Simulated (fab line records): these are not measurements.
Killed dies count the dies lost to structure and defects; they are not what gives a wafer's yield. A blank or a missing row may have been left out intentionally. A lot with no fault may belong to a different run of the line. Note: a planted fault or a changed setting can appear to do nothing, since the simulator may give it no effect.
Matching of chambers	flow nand-harc	rie-diel-01 running NHARC_A_CHANNEL_FILL_D1_ETCHBACK_20: 4 sister chambers
The step etches the open film in C4F8/O2/Ar, target depth 27 nm, time 13.5 s. 14 wafers are shown with their chamber, then 7 later ones without.

## WAFERS WITH THEIR CHAMBER
wafer	chamber	rf-vpp-V (V)	oes-product-au (a.u.)	chamber-pressure-mTorr (mTorr)
L077.1	0	973	0.99	24.978
L077.4	3	987	1.02	24.989
L077.5	3	987	1.02	25.005
L079.2	2	976	0.96	25.021
L079.5	0	971	0.95	24.979
L079.6	3	986	0.98	24.984
L083.2	1	982	0.93	25.011
L083.5	1	981	0.94	25.007
L083.6	2	976	0.93	25.001
L082.2	1	982	0.99	25.008
L082.3	3	986	1.02	24.988
L082.5	1	983	1.00	24.968
L085.1	3	986	1.02	25.028
L085.2	0	973	1.00	25.032

SIGNATURES, as means of the wafers listed above
reading	chamber 0	chamber 1	chamber 2	chamber 3	scatter within a chamber
rf-vpp-V	972.33	982.00	976.00	986.40	0.766
oes-product-au	0.9800	0.9650	0.9450	1.0120	0.0261
chamber-pressure-mTorr	24.99633	24.99850	25.01100	24.99880	0.0216
Rule: a wafer's distance from a chamber is the root of the sum, over the readings, of the square of ((its reading less the chamber's mean) divided by the reading's scatter). The wafer belongs to the nearest chamber; if the next one is less than 2 further off, it can't be placed. How the scatter is found: for the shown wafers, subtract from each reading the mean of its chamber, square and add these, divide the total by (wafers less chambers), then take the root.

## WAFERS WITHOUT THEIR CHAMBER
wafer	rf-vpp-V (V)	oes-product-au (a.u.)	chamber-pressure-mTorr (mTorr)
L085.6	982	1.00	24.978
L087.1	988	1.03	24.995
L087.3	976	1.01	25.017
L087.5	974	1.02	25.016
L097.2	987	0.96	25.061
L097.4	983	0.98	24.985
L097.5	982	0.98	25.027

## WHICH CHAMBER EACH WENT THROUGH
wafer	from the rows above	in truth
L085.6	1	1
L087.1	3	3
L087.3	2	2
L087.5	can't be placed: 0 or 2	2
L097.2	3	3
L097.4	1	1
L097.5	1	1
Correct placement for 6 of the 7. These rows do not allow placing 1 (true chamber among the candidates in 1). 0 placed wrongly.
